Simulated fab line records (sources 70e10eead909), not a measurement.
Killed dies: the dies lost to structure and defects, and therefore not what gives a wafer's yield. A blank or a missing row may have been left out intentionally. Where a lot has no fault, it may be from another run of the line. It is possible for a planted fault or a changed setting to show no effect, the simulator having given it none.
Chamber matching | flow nandHarc | 3 sister chambers for NHARC_A_DECK1_JOINT_DEP_16 on pecvd-03
The step deposits SiO2, target thk 45 nm. 14 wafers are shown with their chamber, then 7 later ones without.

== WAFERS, EACH WITH ITS CHAMBER ==
wafer  | chamber | heaterPowerW (W) | throttleValvePct (%)
L737.2 | 1       | 442              | 15.9
L737.3 | 2       | 408              | 16.1
L737.6 | 2       | 412              | 16.0
L739.2 | 1       | 433              | 15.9
L739.3 | 0       | 630              | 15.8
L739.6 | 0       | 627              | 15.5
L742.1 | 1       | 401              | 15.7
L742.4 | 0       | 555              | 15.6
L742.5 | 1       | 411              | 15.9
L752.1 | 0       | 506              | 15.3
L752.5 | 0       | 515              | 15.5
L752.6 | 1       | 398              | 15.8
L755.1 | 1       | 432              | 15.6
L755.3 | 0       | 608              | 15.2

SIGNATURES, as means of the wafers listed above
reading          | chamber 0 | chamber 1 | chamber 2 | scatter within a chamber
heaterPowerW     | 573.50    | 419.50    | 410.00    | 39.7
throttleValvePct | 15.483    | 15.800    | 16.050    | 0.169
Rule: a wafer's distance from a chamber is the root of the sum, over the readings, of the square of ((its reading less the chamber's mean) divided by the reading's scatter). If the next closest chamber is less than 2 further off than the closest, the wafer can't be placed; otherwise it belongs to the closest. The scatter: take each reading less its chamber's mean, square it, sum over the shown wafers, divide by the number of wafers less the number of chambers, and take the root.

== WAFERS WITH NO CHAMBER GIVEN ==
wafer  | heaterPowerW (W) | throttleValvePct (%)
L755.5 | 545              | 15.7
L758.1 | 361              | 15.7
L758.3 | 455              | 15.9
L758.4 | 461              | 15.8
L760.1 | 564              | 15.5
L760.3 | 532              | 15.9
L760.4 | 383              | 15.3

== CHAMBER TAKEN BY EACH ==
wafer  | from the rows above          | in truth
L755.5 | can't be placed: 0 or 1      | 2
L758.1 | can't be placed: 1 or 2      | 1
L758.3 | can't be placed: 1 or 2      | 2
L758.4 | can't be placed: 1 or 2      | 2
L760.1 | 0                            | 0
L760.3 | can't be placed: 0 or 1 or 2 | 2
L760.4 | can't be placed: 1 or 2 or 0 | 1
Correct placement for 1 of the 7. These rows do not allow placing 6 (true chamber among the candidates in 5). Wrongly placed: 0.
